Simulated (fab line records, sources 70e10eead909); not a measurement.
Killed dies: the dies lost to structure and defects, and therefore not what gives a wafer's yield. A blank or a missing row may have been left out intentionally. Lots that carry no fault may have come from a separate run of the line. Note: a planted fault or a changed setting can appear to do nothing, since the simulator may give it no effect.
The tool behind it: which one? :: flow nand_harc :: route of 1302 steps, sampled at 1 step: 12 lots, 36 wafers

## WHAT EACH GAUGE READ, for each wafer
NHARC_P_START_INSPECT_01.
lot: L075
measured: day 2 06:02
on: defect_inspect-02
raw_defect_count: 2 8 2

lot: L077
measured: day 3 02:02
on: defect_inspect-02
raw_defect_count: 4 5 2

lot: L079
measured: day 3 22:02
on: defect_inspect-02
raw_defect_count: 4 3 1

lot: L081
measured: day 4 18:02
on: defect_inspect-01
raw_defect_count: 5 3 5

lot: L083
measured: day 5 14:02
on: defect_inspect-02
raw_defect_count: 5 2 4

lot: L085
measured: day 6 10:02
on: defect_inspect-02
raw_defect_count: 5 2 5

lot: L087
measured: day 7 06:02
on: defect_inspect-02
raw_defect_count: 1 1 5

lot: L089
measured: day 8 02:02
on: defect_inspect-02
raw_defect_count: 6 4 3

lot: L091
measured: day 8 22:02
on: defect_inspect-01
raw_defect_count: 2 3 2

lot: L093
measured: day 9 18:02
on: defect_inspect-01
raw_defect_count: 1 6 5

lot: L095
measured: day 10 14:02
on: defect_inspect-01
raw_defect_count: 4 6 1

lot: L097
measured: day 11 10:02
on: defect_inspect-01
raw_defect_count: 4 3 6

## WHAT TOOL EACH LOT RAN ON (gives the tool, then ch and the chambers of the sampled wafers, and finally the start)
No process step before these readings appears in the record.

## THE ANSWER, worked out from the rows above alone
Rule: what is usual is taken from the lots themselves. The widest of any qualifying gaps counts: lots, ordered by their means at a reading, are off when they make up no more than a third of the lots, leave a main group of 4 or more, and stand apart from it by 3 or more times the standard deviation of that group's means. A main group whose means are all the same, to the digits that the tables above print for the reading, isn't used. Also off: a lot with no number at a reading for which 4 or more lots have one. Where the step has rows for the other lots, those lots are counted as sound.
No lot is off on any of the readings shown, so nothing can be concluded from this.

## WHAT THE SIMULATOR PUT IN
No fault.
